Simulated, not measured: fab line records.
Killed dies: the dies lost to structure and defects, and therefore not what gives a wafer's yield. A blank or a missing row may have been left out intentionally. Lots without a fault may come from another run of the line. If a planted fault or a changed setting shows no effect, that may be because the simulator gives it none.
Which of the tools did it? || flow nand-harc || route of 1302 steps, sampled at 1 step: 7 lots, 21 wafers

## WHAT EACH GAUGE READ, for each wafer
NHARC_A_ONON_D2_THK_MEAS_30: measures by ellipsometry.
{"lot": "L595", "measured": "day 13 19:47", "on": "film-metro-02", "thk-nm (nm)": "984 983 985"}
{"lot": "L597", "measured": "day 14 08:14", "on": "film-metro-02", "thk-nm (nm)": "1006 1007 1006"}
{"lot": "L604", "measured": "day 16 21:05", "on": "film-metro-01", "thk-nm (nm)": "1010 1010 1011"}
{"lot": "L607", "measured": "day 17 23:56", "on": "film-metro-02", "thk-nm (nm)": "993 995 994"}
{"lot": "L613", "measured": "day 21 07:16", "on": "film-metro-01", "thk-nm (nm)": "993 990 990"}
{"lot": "L615", "measured": "day 22 04:00", "on": "film-metro-02", "thk-nm (nm)": "998 998 996"}
{"lot": "L617", "measured": "day 22 12:47", "on": "film-metro-01", "thk-nm (nm)": "994 993 994"}

## TOOL THAT RAN EACH LOT (tool first, then ch and the chambers of the sampled wafers, then the start)
Before these readings, the record contains no process step.

## THE ANSWER, worked out from the rows above alone
Rule: the usual values come from the lots themselves. The widest of any qualifying gaps counts: lots, ordered by their means at a reading, are off when they make up no more than a third of the lots, leave a main group of 4 or more, and stand apart from it by 3 or more times the standard deviation of that group's means. If all means in a main group match to the digits the tables above print for the reading, that group is not used. Also off: a lot with no number at a reading for which 4 or more lots have one. All remaining lots with rows at the step are treated as sound.
Across all readings shown, no lot is off: no conclusion can be drawn from this.

## WHAT THE SIMULATOR HAD PUT IN
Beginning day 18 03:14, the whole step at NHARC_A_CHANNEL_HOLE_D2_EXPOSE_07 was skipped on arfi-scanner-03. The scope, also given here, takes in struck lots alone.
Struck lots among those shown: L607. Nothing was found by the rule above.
